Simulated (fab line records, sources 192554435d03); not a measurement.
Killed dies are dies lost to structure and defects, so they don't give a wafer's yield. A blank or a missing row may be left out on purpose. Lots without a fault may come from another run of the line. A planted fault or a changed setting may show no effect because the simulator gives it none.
Chamber matching | flow n5_finfet | N5_FIN_SAQP_ETCH_51 on rie_diel-04: 4 sister chambers
The step etches SiARC in CF4, target depth 45.5 nm, time 75.8 s. 22 wafers are shown with their chamber, then 11 later ones without.

WAFERS WITH THEIR CHAMBER
wafer  | chamber | showerhead_plenum_p_Torr (Torr) | throttle_valve_pct (%) | oes_product_au (a.u.)
L074.1 | 3       | 2.23                            | 15.8                   | 0.64
L074.2 | 1       | 2.05                            | 15.8                   | 0.61
L074.5 | 1       | 2.05                            | 15.8                   | 0.61
L075.3 | 2       | 2.18                            | 15.1                   | 0.82
L075.4 | 0       | 2.13                            | 15.9                   | 0.60
L075.5 | 0       | 2.13                            | 15.9                   | 0.60
L076.1 | 2       | 2.18                            | 15.1                   | 0.80
L076.2 | 1       | 2.04                            | 15.8                   | 0.61
L076.3 | 3       | 2.22                            | 15.8                   | 0.65
L077.3 | 0       | 2.13                            | 15.9                   | 0.60
L077.4 | 2       | 2.18                            | 15.1                   | 0.79
L077.5 | 2       | 2.18                            | 15.1                   | 0.80
L079.2 | 1       | 2.04                            | 15.9                   | 0.61
L079.3 | 0       | 2.13                            | 15.9                   | 0.59
L079.4 | 2       | 2.18                            | 15.1                   | 0.78
L081.1 | 0       | 2.13                            | 15.9                   | 0.59
L081.3 | 1       | 2.04                            | 15.9                   | 0.61
L081.6 | 2       | 2.18                            | 15.1                   | 0.79
L083.2 | 0       | 2.12                            | 15.9                   | 0.59
L083.3 | 1       | 2.04                            | 15.9                   | 0.60
L083.6 | 0       | 2.13                            | 15.9                   | 0.59
L086.1 | 0       | 2.12                            | 16.0                   | 0.58

SIGNATURES (means of the wafers above)
reading                  | chamber 0 | chamber 1 | chamber 2 | chamber 3 | scatter within a chamber
showerhead_plenum_p_Torr | 2.1275    | 2.0433    | 2.1800    | 2.2250    | 0.0043
throttle_valve_pct       | 15.912    | 15.850    | 15.100    | 15.800    | 0.0363
oes_product_au           | 0.5925    | 0.6083    | 0.7967    | 0.6450    | 0.00887
Rule: a wafer's distance from a chamber is the root of the sum, over the readings, of the square of ((its reading less the chamber's mean) divided by the reading's scatter). The wafer belongs to the nearest chamber; if the next one is less than 2 further off, it can't be placed. The scatter: the root of (the sum of the squares of (reading less its chamber's mean) over the shown wafers, divided by (wafers less chambers)).

WAFERS WITHOUT THEIR CHAMBER
wafer  | showerhead_plenum_p_Torr (Torr) | throttle_valve_pct (%) | oes_product_au (a.u.)
L086.2 | 2.04                            | 15.9                   | 0.60
L086.3 | 2.22                            | 15.8                   | 0.62
L086.4 | 2.22                            | 15.9                   | 0.63
L086.5 | 2.04                            | 15.9                   | 0.59
L086.6 | 2.12                            | 15.9                   | 0.58
L093.1 | 2.21                            | 15.9                   | 0.62
L093.2 | 2.17                            | 15.1                   | 0.74
L093.3 | 2.12                            | 16.0                   | 0.57
L093.4 | 2.29                            | 15.4                   | 0.81
L093.5 | 2.17                            | 15.1                   | 0.74
L093.6 | 2.29                            | 15.4                   | 0.81

WHICH CHAMBER EACH WENT THROUGH
wafer  | from the rows above     | in truth
L086.2 | 1                       | 1
L086.3 | 3                       | 3
L086.4 | 3                       | 3
L086.5 | 1                       | 1
L086.6 | 0                       | 0
L093.1 | 3                       | 3
L093.2 | 2                       | 2
L093.3 | 0                       | 0
L093.4 | can't be placed: 3 or 2 | 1
L093.5 | 2                       | 2
L093.6 | can't be placed: 3 or 2 | 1
Placed correctly: 9 of 11. Can't be placed from these rows: 2 (the true chamber is among the candidates in 0). Placed wrongly: 0.
